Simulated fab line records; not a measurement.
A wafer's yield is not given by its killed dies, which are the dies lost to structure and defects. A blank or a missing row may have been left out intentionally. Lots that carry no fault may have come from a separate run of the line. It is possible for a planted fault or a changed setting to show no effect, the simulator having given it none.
Comparing a struck lot with a sound one || flow n5Finfet || 15 out of 1938 route steps
Sound: these wafers, L544.1, L544.4, L544.6. Struck: wafer L550.2 (left out: L550.4, a lot-mate that was not struck); the cause follows at the end.
Each step with rows lists, per side, the tool, then ch with its chambers, then its first start. Under that, the readings that differ: sound wafers || struck wafers || difference of the means || sigmas: that difference in standard deviations of wafers without a fault.
alike: readings with means less than 2 such deviations apart, plus words and numbers identical on both sides. not compared: withheld readings, readings lacking a value on some wafer, bounds such as >300 that could conceal the same value, and numbers that have no deviation in the record and whose values overlap.
A row with sigmas, a row that says differs or no value, or rows on one side alone: a step with any of these is where the two part. Numbers that have no deviation but don't overlap get no sigmas and don't part them. A reading missing from all wafers of one side parts the sides only when that side holds two or more wafers.

first, 8 steps without rows for these wafers: N5_FIN_CUT_COAT_19 (time 60 s, resist thk 20 nm); N5_FIN_CUT_COAT_29 (time 60 s, resist thk 10 nm); N5_FIN_CUT_COAT_02 (resist thk 30 nm); N5_FIN_CUT_EBR_04; N5_FIN_CUT_SOFTBAKE_03 (time 60 s); N5_FIN_CUT_EXPOSE_05 (exposes mask FIN CUT); N5_FIN_CUT_PEB_06 (peb time 60 s); N5_FIN_CUT_DEVELOP_07 (develop time 30 s).
N5_FIN_CUT_CD_MEAS_08: the cd target is 29.1 nm.
  sound on cdSem-03 ch 0, day 2 04:56; struck on cdSem-02 ch 0, day 3 14:26
  alike: cdNm
N5_FIN_CUT_OVL_MEAS_09:
  sound on overlay-02 ch 0, day 2 04:58; struck on overlay-01 ch 0, day 3 14:29
  alike: FIN_CUT_OVL
N5_FIN_CUT_INSPECT_10: inspects for defects (brightfield).
  struck on defectInspect-02, day 3 14:32; sound on defectInspect-02, day 2 05:01
  alike: rawDefectCount
N5_FIN_CUT_DESCUM_13: chemistry O2, time 7 s.
  sound on rieDiel-03 ch 0,1,3, day 2 05:03; struck on rieDiel-03 ch 1, day 3 14:46
  alike: drypumpMotorCurrentA, oesProductAu, rfFwdPowerW, rfVppV, showerheadPlenumPTorr, throttleValvePct
  not compared: rfHoursCounterH
N5_FIN_CUT_ETCH_30: etches underlayer in N2/H2, target depth 13 nm, time 10.4 s.
  sound on rieDiel-03 ch 0,1,3, day 2 05:05; struck on rieDiel-03 ch 1, day 3 14:49
{"reading": "etchRfOnTimeS (s)", "sound": "10.1 10.7 10.3", "struck": 13.0, "difference": "+2.6", "sigmas": "+6"}
  alike: drypumpMotorCurrentA, h2FlowSccm, oesProductAu, rfFwdPowerW, rfVppV, showerheadPlenumPTorr, throttleValvePct
  not compared: rfHoursCounterH
N5_FIN_CUT_ETCH_20: etches SiARC in CF4, target depth 26 nm, time 43.3 s.
  sound on rieDiel-03 ch 0,1,3, day 2 05:07; struck on rieDiel-03 ch 1, day 3 14:50
  alike: drypumpMotorCurrentA, etchRfOnTimeS, oesProductAu, rfFwdPowerW, rfVppV, showerheadPlenumPTorr, throttleValvePct
  not compared: rfHoursCounterH
following that, these wafers have no rows for 1 step: N5_PASSIVATION_PROBE_49.

WHERE THEY PART
At N5_FIN_CUT_ETCH_30 and nowhere else, as far as this record goes. Later steps at which nothing parts them and some readings are alike: N5_FIN_CUT_ETCH_20.

WHY: the cause the simulator had injected
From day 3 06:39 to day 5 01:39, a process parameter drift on rieDiel-03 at N5_FIN_CUT_ETCH_30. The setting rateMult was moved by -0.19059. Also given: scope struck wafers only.
